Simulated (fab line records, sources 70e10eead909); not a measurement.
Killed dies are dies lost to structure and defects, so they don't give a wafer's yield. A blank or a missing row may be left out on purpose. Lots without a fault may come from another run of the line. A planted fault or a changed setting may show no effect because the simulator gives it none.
fab line records | flow nand_harc
record lots=6 wafers=17 last_day=33
route steps=1302 shown A_SLIT@942 A_SIN_REMOVE@947 A_WL_FILL@952 END@1302
lots that met no fault: from a run of the same line without faults
start_h: hours from the record's first day to the start of the lot's first wafer shown | wait_h: hours since the lot's step before | " the same as in the row above | L1.1+2: a row that stands for several wafers | - no value, or no start given | * or withheld: withheld | < > ~ a bound
route shown NAME@n: a module of which the file shows steps, and the number in the route of the first | usual: mean/standard deviation of fault-free wafers | same: alike in all rows | chamber/n: place in a boat | sites: the reading at each site | _std_site: their standard deviation | _edge_site: outer sites' mean less inner sites' | radius_mm: how far each site lies from the wafer's centre | mask NAME#n: copy n | behind: the tool/chamber that last shaped the wafer | hold: why the lot was held/for how many hours/how that ended | device: the transistor (n, p or np) that didn't switch | end of line: the same wafers' tests at the end of the route | a step without rows: its recipe alone | killed: dies lost to structure and defects at the first sort, not the wafer's yield | map: a wafer's dies, x killed, . not, _ none there
set.NAME: the setting as run; set.NAME@STEP: as run at that earlier step | model.NAME: the simulator's own value behind a step, which no gauge read
lots at some steps of the route; a table a step, a row a wafer
services: from which hour (start_h, from the record's first day; less than 0 if before it) a tool's chamber was out of use, for how many hours, and why
## steps
# step NHARC_A_SLIT_ETCH_29
# recipe target_depth_a=1000 overetch_a=100 time_s=55 ion_energy_ev=100 cf4_flow_sccm=80 o2_flow_sccm=20 ar_flow_sccm=0 rf_w=300 bias_w=100 chemistry=CF4/O2
# usual drypump_motor_current_A=5.6/0.33 oes_product_au=0.998/0.0084 rf_vpp_V=197.3/1.5 showerhead_plenum_p_Torr=1.32/0.055 throttle_valve_pct=13.398/0.0094
# columns lot.wafer tool chamber start_h wait_h drypump_motor_current_A oes_product_au rf_hours_counter_h rf_vpp_V showerhead_plenum_p_Torr throttle_valve_pct
L912.3 rie_diel-07 2 534.26 0.1 5.1 0.992 1 199.4 1.39 13.402
L912.6 " 1 " " 5.4 1.000 - 199.1 1.27 13.400
L912.5 " 2 " " 5.1 0.992 - 200.4 1.39 13.391
L913.3 rie_diel-07 1 546.30 0.1 5.4 0.996 4 195.9 1.27 13.403
L913.2 " 3 " " 5.1 0.992 3 198.7 1.38 13.371
L913.4 " 0 " " 5.6 0.991 3 198.6 1.37 13.400
L919.2 rie_diel-07 2 596.42 0.1 5.1 0.993 4 199.1 1.39 13.406
L919.6 " 2 " " 5.1 0.983 - 197.1 1.39 13.376
L918.2 rie_diel-09 2 600.81 0.1 5.8 1.001 7 195.0 1.25 13.416
L918.6 " 0 " " 5.6 0.991 - 196.0 1.24 13.419
L918.5 " 1 " " 5.8 1.005 - 196.9 1.28 13.395
L925.3 rie_diel-09 1 651.81 0.1 5.8 0.995 10 196.3 1.28 13.393
L925.4 " 2 " " 5.9 0.997 9 195.7 1.25 13.388
L925.6 " 0 " " 5.6 0.992 - 196.3 1.24 13.408
L927.3 rie_diel-07 2 688.63 0.1 5.1 0.986 2 200.0 1.39 13.409
L927.5 " 1 " " 5.4 0.992 - 197.3 1.27 13.387
L927.6 " 2 " " 5.1 0.987 - 198.9 1.39 13.410
# step NHARC_A_SLIT_STRIP_18
# recipe o2_flow_sccm=500 ar_flow_sccm=0 bias_w=0 chemistry=O2
# usual drypump_motor_current_A=5.6/0.35 oes_product_au=0.996/0.0078 rf_vpp_V=57.7/0.9 showerhead_plenum_p_Torr=3.48/0.14 throttle_valve_pct=17.036/0.0094
# columns lot.wafer tool chamber start_h wait_h drypump_motor_current_A oes_product_au rf_hours_counter_h rf_vpp_V showerhead_plenum_p_Torr throttle_valve_pct
L912.3 rie_diel-07 0 - - 5.6 0.996 3 57.9 3.61 17.043
L912.6 " 0 " " 5.7 0.993 - 58.3 3.61 17.050
L912.5 " 1 " " 5.4 0.993 - 57.9 3.37 17.036
L913.3 rie_diel-07 0 - - 5.6 0.978 3 58.3 3.61 17.042
L913.2 " 1 " " 5.4 0.985 4 58.7 3.37 17.049
L913.4 " 2 " " 5.1 0.992 1 59.0 3.66 17.023
L919.2 rie_diel-07 3 - - 5.1 0.991 6 58.5 3.64 17.024
L919.6 " 1 " " 5.4 1.001 - 57.0 3.37 17.027
L918.2 rie_diel-09 3 - - 6.4 0.994 7 57.0 3.35 17.041
L918.5 " 0 " " 5.6 0.995 - 56.2 3.30 17.035
L918.6 " 1 " " 5.9 1.005 - 58.1 3.38 17.037
L925.4 rie_diel-09 0 - - 5.6 0.990 10 58.7 3.30 17.032
L925.3 " 2 " " 5.9 1.007 9 57.1 3.32 17.015
L925.6 " 3 " " 6.3 0.993 - 58.1 3.35 17.054
L927.3 rie_diel-07 3 - - 5.1 1.000 2 58.7 3.64 17.032
L927.6 " 1 " " 5.4 0.990 - 58.4 3.36 17.031
L927.5 " 2 " " 5.1 1.004 - 57.2 3.66 17.018
# step NHARC_A_SLIT_PRECLEAN_19
# recipe time_s=* temp_c=50 bath_age_min=0 chemistry=SC1
# step NHARC_A_SLIT_SRD_20
# step NHARC_A_SLIT_CD_MEAS_21
# usual cd_nm=289.4/0.94
# columns lot.wafer tool chamber start_h wait_h cd_nm
L912.3 cd_sem-03 - 534.80 - 290.1
L912.5 " - " " 290.1
L912.6 " - " " 290.4
L913.2 cd_sem-02 - 546.84 - 288.6
L913.3 " - " " 288.1
L913.4 " - " " 288.1
L919.2 cd_sem-03 - 596.95 - 289.0
L919.6 " - " " 289.6
L918.2 cd_sem-03 - 601.37 0.1 288.8
L918.5 " - " " 288.9
L918.6 " - " " 288.7
L925.3 cd_sem-02 - 652.35 - 290.7
L925.4 " - " " 289.9
L925.6 " - " " 290.1
L927.3 cd_sem-02 - 689.17 - 290.2
L927.5 " - " " 290.1
L927.6 " - " " 290.1
# step NHARC_A_SIN_REMOVE_WET_00
# recipe temp_c=160 time_s=15300 chemistry=H3PO4
# step NHARC_A_SIN_REMOVE_PRECLEAN_01
# recipe time_s=* temp_c=50 bath_age_min=0 chemistry=SC1
# step NHARC_A_SIN_REMOVE_SRD_02
# step NHARC_A_SIN_REMOVE_INSPECT_04
# usual raw_defect_count=393/89
# columns lot.wafer tool chamber start_h wait_h raw_defect_count
L912.3 defect_inspect-02 - 541.51 0.0 357
L912.5 " - " " 283
L912.6 " - " " 295
L913.2 defect_inspect-02 - 553.38 0.0 360
L913.3 " - " " 356
L913.4 " - " " 498
L919.2 defect_inspect-01 - 603.53 0.0 432
L919.6 " - " " 434
L918.2 defect_inspect-02 - 608.83 0.0 448
L918.5 " - " " 447
L918.6 " - " " 512
L925.3 defect_inspect-02 - 659.00 0.0 315
L925.4 " - " " 336
L925.6 " - " " 383
L927.3 defect_inspect-01 - 695.19 0.0 252
L927.5 " - " " 287
L927.6 " - " " 312
# step NHARC_A_WL_FILL_ALD_00
# recipe target_thk_a=30 pulse_time_s=3 ald_cycles=30 temp_c=300 material=Al2O3
# usual ald_cycles=30/0 heater_power_w=485/56 precursor_pulse_height_rel=0.999/0.021
# same pulse_time_s=3
# columns lot.wafer tool chamber start_h wait_h ald_cycles heater_power_w precursor_pulse_height_rel
L912.3 ald_hk-01 2 541.94 0.4 30 566 0.998
L912.6 " 3 " " 30 430 0.986
L912.5 " 0 " " 30 447 0.979
L913.3 ald_hk-04 3 553.48 0.1 30 615 0.987
L913.2 " 0 " " 30 459 0.976
L913.4 " 1 " " 30 498 1.027
L919.2 ald_hk-01 3 603.59 0.1 30 442 1.020
L919.6 " 0 " " 30 449 1.006
L918.2 ald_hk-01 1 608.95 0.1 30 488 0.943
L918.6 " 3 " " 30 439 1.010
L918.5 " 0 " " 30 448 0.994
L925.4 ald_hk-04 3 659.09 0.1 30 595 1.038
L925.3 " 0 " " 30 426 0.977
L925.6 " 3 " " 30 590 1.020
L927.3 ald_hk-01 1 695.25 0.1 30 466 1.025
L927.6 " 1 " " 30 462 0.973
L927.5 " 2 " " 30 566 0.982
# step NHARC_A_WL_FILL_RTA_01
# recipe temp_c=1000 time_s=5
# usual lamp_power_pct=30.4/1.8 lamp_zone_4_pct=30.4/1.8 lamp_zone_7_pct=30.9/1.8 wafer_temp_C_max=1006.5/1.9
# columns lot.wafer tool chamber start_h wait_h lamp_power_pct lamp_zone_4_pct lamp_zone_7_pct wafer_temp_C_max
L912.3 rtp_anneal-02 0 542.18 - 32.8 32.7 33.3 1005.8
L912.5 " 0 " " 32.8 32.8 33.3 1003.2
L912.6 " 0 " " 32.8 32.7 33.3 1005.0
L913.2 rtp_anneal-01 0 553.75 - 29.0 29.0 29.4 1009.5
L913.3 " 0 " " 29.0 29.0 29.4 1007.0
L913.4 " 0 " " 29.0 29.0 29.5 1010.6
L919.2 rtp_anneal-01 0 603.91 - 29.0 29.0 29.5 1008.2
L919.6 " 0 " " 29.0 29.1 29.5 1006.3
L918.2 rtp_anneal-01 0 609.19 - 29.0 29.0 29.5 1006.6
L918.5 " 0 " " 29.0 29.0 29.5 1007.6
L918.6 " 0 " " 29.0 29.0 29.4 1008.9
L925.3 rtp_anneal-01 0 659.39 - 29.1 29.0 29.5 1007.7
L925.4 " 0 " " 29.0 29.0 29.4 1008.7
L925.6 " 0 " " 29.1 29.0 29.4 1008.3
L927.3 rtp_anneal-01 0 695.59 - 29.0 29.0 29.5 1006.9
L927.5 " 0 " " 29.0 29.0 29.5 1006.0
L927.6 " 0 " " 29.0 29.0 29.5 1008.2
# step NHARC_A_WL_FILL_ALD_02
# recipe target_thk_a=20 pulse_time_s=3 ald_cycles=100 temp_c=450 material=TiN
# usual ald_cycles=100/0 heater_power_w=1078/110 precursor_pulse_height_rel=0.998/0.021
# same pulse_time_s=3
# columns lot.wafer tool chamber start_h wait_h ald_cycles heater_power_w precursor_pulse_height_rel
L912.3 ald_metal-04 0 542.38 0.2 100 1021 0.982
L912.6 " 3 " " 100 967 1.003
L912.5 " 0 " " 100 1024 0.996
L913.3 ald_metal-03 2 553.93 0.1 100 1298 0.990
L913.4 " 0 " " 100 1081 1.015
L913.2 " 1 " " 100 1090 1.041
L919.2 ald_metal-04 3 604.22 0.3 49 962 1.000
L919.6 " 0 " " 100 1052 1.019
L918.2 ald_metal-04 3 609.38 0.2 49 968 1.012
L918.6 " 3 " " 100 972 0.994
L918.5 " 0 " " 49 1043 1.042
L925.4 ald_metal-03 0 659.62 0.2 100 1058 1.012
L925.3 " 1 " " 100 1130 0.961
L925.6 " 3 " " 100 1158 1.017
L927.3 ald_metal-01 0 695.75 0.1 100 999 1.007
L927.6 " 0 " " 100 1028 0.977
L927.5 " 1 " " 100 1078 0.992
# step NHARC_END_SORT_01
# recipe temp_c=25
# usual killed_at_array=46/15 killed_at_other=0.8/1.1 killed_at_periphery=4.0/2.9 killed_dies=50/15 killed_open=3.2/1.8 killed_short=2.3/1.6
# same gross_dies=677
# columns lot.wafer tool chamber start_h wait_h killed_at_array killed_at_other killed_at_periphery killed_dies killed_open killed_short
L912.3 prober-01 0 640.31 3.1 37 0 2 39 6 2
L912.5 prober-01 0 641.93 3.7 24 0 7 31 2 4
L912.6 prober-01 0 642.74 4.1 22 1 9 32 2 2
L919.2 prober-02 0 707.09 2.8 676 1 0 677 3 3
L919.6 prober-02 0 710.28 4.0 59 1 4 64 3 2
L918.2 prober-01 0 714.17 2.8 676 0 1 677 3 3
L918.5 prober-01 0 716.60 3.7 674 2 1 677 2 0
L918.6 prober-01 0 717.41 4.1 88 0 2 90 2 1
L925.3 prober-01 0 763.58 3.1 28 1 7 36 2 1
L925.4 prober-01 0 764.37 3.4 35 0 5 40 3 2
L925.6 prober-01 0 765.94 3.9 33 1 5 39 5 2
# killed by level:class
L912.3 A_CHANNEL_HOLE_D2:chamber_film_flake=12 A_CHANNEL_HOLE_D1:chamber_film_flake=6 A_BONDPAD:chamber_film_flake=3 A_ONON_D2:geometric_particle:open=2 P_GATE:chamber_film_flake=2 A_CHANNEL_FILL_D2:chamber_film_flake=2 A_STAIRCASE:chamber_film_flake=2 A_ONON_D1:geometric_particle:open=1
L912.5 A_CHANNEL_HOLE_D2:chamber_film_flake=8 A_CHANNEL_HOLE_D1:chamber_film_flake=6 P_GATE:chamber_film_flake=5 A_ONON_D1:geometric_particle:short=3 A_CONTACT:chamber_film_flake=2 A_M0:chamber_film_flake=2 P_GATE:geometric_particle:open=1 A_CHANNEL_FILL_D1:geometric_particle:short=1
L912.6 A_CHANNEL_HOLE_D2:chamber_film_flake=8 P_GATE:chamber_film_flake=6 A_CONTACT:chamber_film_flake=6 A_CHANNEL_HOLE_D1:chamber_film_flake=3 P_ZERO_WELL:chamber_film_flake=2 A_BONDPAD:chamber_film_flake=2 A_CHANNEL_FILL_D1:geometric_particle:open=1 A_ONON_D2:geometric_particle:short=1
L919.2 A_WL_FILL:area_ald=622 A_SLIT:chamber_film_flake=21 A_CHANNEL_HOLE_D2:chamber_film_flake=9 A_CONTACT:chamber_film_flake=9 A_CHANNEL_HOLE_D1:chamber_film_flake=7 A_CHANNEL_HOLE_D1:geometric_particle:short=2 A_DECK1_JOINT:geometric_particle:open=1 A_CHANNEL_FILL_D2:geometric_particle:short=1
L919.6 A_SLIT:chamber_film_flake=26 A_CHANNEL_HOLE_D2:chamber_film_flake=12 A_CHANNEL_HOLE_D1:chamber_film_flake=8 A_CONTACT:chamber_film_flake=7 P_GATE:geometric_particle:open=1 P_M1:geometric_particle:short=1 A_CHANNEL_FILL_D2:geometric_particle:short=1 A_M0:geometric_particle:open=1
L918.2 A_WL_FILL:area_ald=594 A_CHANNEL_HOLE_D1:chamber_film_flake=27 A_SLIT:chamber_film_flake=23 A_CHANNEL_HOLE_D2:chamber_film_flake=16 A_CONTACT:chamber_film_flake=5 A_CHANNEL_FILL_D1:geometric_particle:open=3 A_WL_FILL:geometric_particle:short=2 A_ONON_D2:geometric_particle:short=1
L918.5 A_WL_FILL:area_ald=595 A_SLIT:chamber_film_flake=26 A_CHANNEL_HOLE_D1:chamber_film_flake=26 A_CHANNEL_HOLE_D2:chamber_film_flake=20 A_STAIRCASE:chamber_film_flake=2 A_WL_FILL:chamber_film_flake=2 THIN_TSV:chamber_film_flake=2 P_M1:geometric_particle:open=1
L918.6 A_CHANNEL_HOLE_D1:chamber_film_flake=29 A_CHANNEL_HOLE_D2:chamber_film_flake=23 A_SLIT:chamber_film_flake=21 A_CONTACT:chamber_film_flake=6 A_STAIRCASE:chamber_film_flake=3 A_DECK1_JOINT:chamber_film_flake=2 A_WL_FILL:chamber_film_flake=2 P_CONTACT:geometric_particle:open=1
L925.3 A_CHANNEL_HOLE_D1:chamber_film_flake=10 A_SLIT:chamber_film_flake=6 P_CONTACT:chamber_film_flake=4 A_SGD_CUT:chamber_film_flake=3 A_WL_FILL:chamber_film_flake=3 A_CONTACT:chamber_film_flake=2 P_M0:geometric_particle:open=1 A_CHANNEL_FILL_D1:geometric_particle:open=1
L925.4 A_CHANNEL_HOLE_D1:chamber_film_flake=14 A_CONTACT:chamber_film_flake=4 A_STAIRCASE:chamber_film_flake=3 A_WL_FILL:chamber_film_flake=3 P_GATE:chamber_film_flake=2 A_SGD_CUT:chamber_film_flake=2 A_M1:chamber_film_flake=2 A_SLIT:chamber_film_flake=2
L925.6 A_CHANNEL_HOLE_D1:chamber_film_flake=13 A_SLIT:chamber_film_flake=4 A_CONTACT:chamber_film_flake=4 A_ONON_D1:geometric_particle:open=2 P_CONTACT:chamber_film_flake=2 A_STAIRCASE:chamber_film_flake=2 A_M1:chamber_film_flake=2 P_CONTACT:geometric_particle:open=1
# map L918.2 (x killed, . not)
____________x____________
_________xxxxxxx_________
_______xxxxxxxxxxx_______
______xxxxxxxxxxxxx______
_____xxxxxxxxxxxxxxx_____
____xxxxxxxxxxxxxxxxx____
____xxxxxxxxxxxxxxxxx____
___xxxxxxxxxxxxxxxxxxx___
___xxxxxxxxxxxxxxxxxxx___
__xxxxxxxxxxxxxxxxxxxxx__
__xxxxxxxxxxxxxxxxxxxxx__
_xxxxxxxxxxxxxxxxxxxxxxx_
_xxxxxxxxxxxxxxxxxxxxxxx_
_xxxxxxxxxxxxxxxxxxxxxxx_
_xxxxxxxxxxxxxxxxxxxxxxx_
_xxxxxxxxxxxxxxxxxxxxxxx_
xxxxxxxxxxxxxxxxxxxxxxxxx
xxxxxxxxxxxxxxxxxxxxxxxxx
xxxxxxxxxxxxxxxxxxxxxxxxx
xxxxxxxxxxxxxxxxxxxxxxxxx
xxxxxxxxxxxxxxxxxxxxxxxxx
_xxxxxxxxxxxxxxxxxxxxxxx_
_xxxxxxxxxxxxxxxxxxxxxxx_
_xxxxxxxxxxxxxxxxxxxxxxx_
_xxxxxxxxxxxxxxxxxxxxxxx_
_xxxxxxxxxxxxxxxxxxxxxxx_
__xxxxxxxxxxxxxxxxxxxxx__
__xxxxxxxxxxxxxxxxxxxxx__
___xxxxxxxxxxxxxxxxxxx___
___xxxxxxxxxxxxxxxxxxx___
____xxxxxxxxxxxxxxxxx____
____xxxxxxxxxxxxxxxxx____
_____xxxxxxxxxxxxxxx_____
______xxxxxxxxxxxxx______
_______xxxxxxxxxxx_______
_________xxxxxxx_________
____________x____________
# map L919.2 (x killed, . not)
____________x____________
_________xxxxxxx_________
_______xxxxxxxxxxx_______
______xxxxxxxxxxxxx______
_____xxxxxxxxxxxxxxx_____
____xxxxxxxxxxxxxxxxx____
____xxxxxxxxxxxxxxxxx____
___xxxxxxxxxxxxxxxxxxx___
___xxxxxxxxxxxxxxxxxxx___
__xxxxxxxxxxxxxxxxxxxxx__
__xxxxxxxxxxxxxxxxxxxxx__
_xxxxxxxxxxxxxxxxxxxxxxx_
_xxxxxxxxxxxxxxxxxxxxxxx_
_xxxxxxxxxxxxxxxxxxxxxxx_
_xxxxxxxxxxxxxxxxxxxxxxx_
_xxxxxxxxxxxxxxxxxxxxxxx_
xxxxxxxxxxxxxxxxxxxxxxxxx
xxxxxxxxxxxxxxxxxxxxxxxxx
xxxxxxxxxxxxxxxxxxxxxxxxx
xxxxxxxxxxxxxxxxxxxxxxxxx
xxxxxxxxxxxxxxxxxxxxxxxxx
_xxxxxxxxxxxxxxxxxxxxxxx_
_xxxxxxxxxxxxxxxxxxxxxxx_
_xxxxxxxxxxxxxxxxxxxxxxx_
_xxxxxxxxxxxxxxxxxxxxxxx_
_xxxxxxxxxxxxxxxxxxxxxxx_
__xxxxxxxxxxxxxxxxxxxxx__
__xxxxxxxxxxxxxxxxxxxxx__
___xxxxxxxxxxxxxxxxxxx___
___xxxxxxxxxxxxxxxxxxx___
____xxxxxxxxxxxxxxxxx____
____xxxxxxxxxxxxxxxxx____
_____xxxxxxxxxxxxxxx_____
______xxxxxxxxxxxxx______
_______xxxxxxxxxxx_______
_________xxxxxxx_________
____________x____________
## services
# columns tool chamber start_h hours kind
ald_metal-01 - 526.17 10.0 pm
rie_diel-07 0 529.21 - clean
rie_diel-07 1 529.21 - clean
rie_diel-07 2 529.21 - clean
rie_diel-07 3 529.21 - clean
ald_metal-04 - 529.29 0.6 repair
rie_diel-07 0 553.71 - clean
rie_diel-07 1 553.71 - clean
rie_diel-07 2 553.71 - clean
rie_diel-07 3 553.71 - clean
ald_metal-03 - 568.00 10.0 pm
ald_hk-04 - 615.59 10.0 pm
rie_diel-07 0 616.95 3.6 repair
ald_metal-01 3 622.18 41.3 repair
ald_hk-04 - 635.20 1.0 repair
rie_diel-09 - 640.04 0.2 repair
rie_diel-07 - 648.21 9.0 pm
ald_metal-04 - 652.00 10.0 pm
ald_hk-01 - 655.54 10.0 pm
ald_metal-01 1 664.35 25.6 repair
rie_diel-07 0 668.24 2.6 repair
rie_diel-07 3 670.62 9.4 repair
rie_diel-09 - 674.15 9.0 pm
ald_metal-03 3 694.68 20.4 repair
## key
first_sign step=NHARC_A_WL_FILL_ALD_02 reading=ald_cycles direction=down sigmas=99+ usual=100 struck=49
effect step=NHARC_END_SORT_01 reading=killed_at_array direction=up sigmas=42 usual=46 struck=675
more_kills_born_at NHARC_A_WL_FILL_ALD_02@ald_metal-04=1811
met_at NHARC_A_WL_FILL_ALD_02
struck_wafers L918.2,L918.5,L919.2
later_rows_left_out L918.2,L918.5,L919.2
tester_left_out L918,L919
onset_between 542.38 604.22
fault kind=process_parameter_drift tool=ald_metal-04 chamber=- onset_h=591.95 steps=NHARC_A_WL_FILL_ALD_02 channel=ald_cycles offset=-51 shape=step end_h=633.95 scope=struck_wafers_only acts_in=these_recipes_only stated=100
# tester_left_out: of these lots the tester's yield and bins aren't shown, on N5 and GAA mostly nor the transistor test; their killed dies are dies lost to structure and defects alone, not to doping, threshold or leakage, so they don't give the yield
# later_rows_left_out: the simulator's readings of these wafers behind a module that went badly wrong aren't trusted and aren't shown, but for the sort
